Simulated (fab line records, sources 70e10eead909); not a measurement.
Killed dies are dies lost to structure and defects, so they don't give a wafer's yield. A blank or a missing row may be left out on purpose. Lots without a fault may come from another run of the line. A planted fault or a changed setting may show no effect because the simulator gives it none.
A struck lot beside a sound one | flow nand_harc | 39 steps out of a route of 1159
Sound: wafers L173.2, L173.3, L173.5. Struck: wafers L179.3, L179.4, L179.6. The cause comes at the end.
At each step with rows: each side's tool, then ch and its chambers, then its first start. Under that, the readings that differ: sound wafers | struck wafers | difference of the means | sigmas: that difference in standard deviations of wafers without a fault.
alike: readings whose means differ by less than 2 such deviations, and words and numbers that are the same on both sides. not compared: withheld readings, readings that some wafer has no value for, bounds like >300 that may hide the same value, and numbers for which the record gives no deviation and whose values overlap.
The two part at a step that has a row with sigmas, a row that says differs or no value, or rows on one side only. Numbers that don't overlap but have no deviation are shown without sigmas and don't part them. A reading that every wafer of one side lacks parts them only if that side has two wafers or more.

first, 4 steps without rows for these wafers: NHARC_A_BONDPAD_EBR_05; NHARC_A_BONDPAD_EXPOSE_06 (exposes mask A BPAD); NHARC_A_BONDPAD_PEB_07 (peb time 80 s); NHARC_A_BONDPAD_DEVELOP_08 (time 50 s).
NHARC_A_BONDPAD_CD_MEAS_09: target cd 500 nm.
  sound on cd_sem-01 ch 0, day 18 03:36; struck on cd_sem-03 ch 0, day 19 23:17
  alike: cd_nm
NHARC_A_BONDPAD_OVL_MEAS_35:
  sound on overlay-02, day 18 03:41; struck on overlay-01, day 19 23:22
  alike: overlay_x_nm, overlay_y_nm
then, 1 step without rows for these wafers: NHARC_A_BONDPAD_HARDBAKE_10 (time 65 s).
NHARC_A_BONDPAD_DESCUM_11: chemistry O2, time 3 s.
  sound on rie_diel-03 ch 1,2, day 18 03:49; struck on rie_diel-11 ch 1,2,3, day 19 23:31
  alike: drypump_motor_current_A, mfc_ar_sccm, oes_product_au, rf_vpp_V, showerhead_plenum_p_Torr, throttle_valve_pct
  not compared: rf_hours_counter_h
NHARC_A_BONDPAD_ETCH_34: etches the open film in N2/H2, target depth 60 nm, overetch 18 nm, time 65.91 s.
  sound on rie_diel-03 ch 0,1,2, day 18 03:54; struck on rie_diel-11 ch 1,2,3, day 19 23:36
  alike: drypump_motor_current_A, mfc_ar_sccm, oes_product_au, rf_vpp_V, showerhead_plenum_p_Torr, throttle_valve_pct
  not compared: rf_hours_counter_h
then, 1 step without rows for these wafers: NHARC_A_BONDPAD_ETCH_12 (etches the open film in CHF3/O2, target depth 220 nm, time 110 s).
NHARC_A_BONDPAD_CD_MEAS_13:
  sound on cd_sem-03, day 18 04:08; struck on cd_sem-03, day 19 23:50
  alike: cd_nm
NHARC_A_BONDPAD_STRIP_15: strips in O2.
  sound on rie_diel-11 ch 0,2,3, day 18 04:13; struck on rie_diel-03 ch 0,1,3, day 19 23:53
  alike: drypump_motor_current_A, mfc_ar_sccm, oes_product_au, rf_vpp_V, showerhead_plenum_p_Torr, throttle_valve_pct
  not compared: rf_hours_counter_h
NHARC_A_BONDPAD_ETCH_24: etches the open film in CF4/N2, target depth 30 nm, time 72.99 s.
  sound on rie_diel-11 ch 2,3, day 18 04:23; struck on rie_diel-03 ch 0,2,3, day 20 00:03
  alike: drypump_motor_current_A, mfc_ar_sccm, oes_product_au, rf_vpp_V, showerhead_plenum_p_Torr, throttle_valve_pct
  not compared: rf_hours_counter_h
then, 6 steps without rows for these wafers: NHARC_A_BONDPAD_STRIP_16 (strips in post etch residue remover, time 600 s); NHARC_A_BONDPAD_DEGAS_25 (time 60 s); NHARC_A_BONDPAD_PRE_CLEAN_26 (time 30 s); NHARC_A_BONDPAD_PVD_17 (deposits TaN, target thk 5 nm, time 8.06 s); NHARC_A_BONDPAD_PVD_27 (deposits Cu, target thk 30 nm, time 20.49 s); NHARC_A_BONDPAD_ECD_18 (material Cu, target thk 400 nm).
NHARC_A_BONDPAD_ANNEAL_28: time 90 s.
  sound on rtp_anneal-02 ch 0, day 18 05:34; struck on rtp_anneal-01 ch 0, day 20 01:22
  alike: wafer_temp_C_max
then, 1 step without rows for these wafers: NHARC_A_BONDPAD_CMP_19 (polishes, t overpolish 30 s, cu recess touch 16 s, target thk 169.8 nm).
NHARC_A_BONDPAD_THK_MEAS_20: measures by xrf.
  sound on film_metro-01, day 18 06:11; struck on film_metro-01, day 20 01:56
  alike: thk_nm
then, 6 steps without rows for these wafers: NHARC_A_BONDPAD_SRD_21 (time 30 s, dry time 20 s); NHARC_HYBRID_BOND_ACTIVATE_00 (chemistry N2, time 60 s); NHARC_HYBRID_BOND_PRECLEAN_01 (cleans in DIW, time 300 s); NHARC_HYBRID_BOND_SRD_02 (time 30 s, dry time 20 s); NHARC_HYBRID_BOND_BOND_03; NHARC_HYBRID_BOND_ANNEAL_04 (time 7200 s).
NHARC_HYBRID_BOND_OVL_MEAS_05:
  sound on overlay-01, day 18 21:58; struck on overlay-02, day 20 11:22
  alike: overlay_x_nm, overlay_y_nm
NHARC_THIN_TSV_GRIND_00:
  sound on grinder-01 ch 0, day 19 00:46; struck on grinder-01 ch 0, day 20 13:10
  alike: motor_current_A
then, 1 step without rows for these wafers: NHARC_THIN_TSV_CMP_01 (polishes).
NHARC_THIN_TSV_THK_MEAS_02: measures by ir.
  sound on film_metro-01, day 19 02:04; struck on film_metro-01, day 20 14:16
  alike: thk_nm
then, 6 steps without rows for these wafers: NHARC_THIN_TSV_SRD_03; NHARC_THIN_TSV_PRECLEAN_41 (cleans in SC1); NHARC_THIN_TSV_SRD_42; NHARC_THIN_TSV_DEP_43 (deposits SiO2, target thk 1328.5 nm); NHARC_THIN_TSV_DEHYDRATE_04 (time 120 s); NHARC_THIN_TSV_HMDS_05 (time 30 s).
NHARC_END_SORT_01:
  sound on prober-01 ch 0, day 20 02:00; struck on prober-02 ch 0, day 21 07:28
  reading                  | sound          | struck         | difference | sigmas
  defect_limited_yield (%) | 97.9 97.8 97.3 | 85.7 81.2 82.6 | -14.5      | -10
  killed_at_array          | 14 11 14       | 89 124 116     | +97        | +10
  killed_dies              | 14 15 18       | 97 127 118     | +98        | +10
  sort_bin_2_pct (%)       | 0.4 1.0 0.7    | 4.6 6.8 7.4    | +5.6       | +9
  sort_bin_3_pct (%)       | 0.15 0.30 0    | 5.02 4.58 4.43 | +4.53      | +23
  sort_bin_4_pct (%)       | 1.5 0.9 1.9    | 4.7 7.4 5.6    | +4.5       | +5
  sort_n_pass              | 663 662 659    | 580 550 559    | -98        | -10
  sort_rim_yield_pct (%)   | 99.1 98.1 96.2 | 79.2 91.5 99.1 | -7.9       | -3
  sort_yield_pct (%)       | 97.9 97.8 97.3 | 85.7 81.2 82.6 | -14.5      | -10
  alike: killed_at_other, killed_at_periphery, killed_open, killed_short

WHERE THEY PART
Only at NHARC_END_SORT_01, within this record.

WHY: what the simulator had put in
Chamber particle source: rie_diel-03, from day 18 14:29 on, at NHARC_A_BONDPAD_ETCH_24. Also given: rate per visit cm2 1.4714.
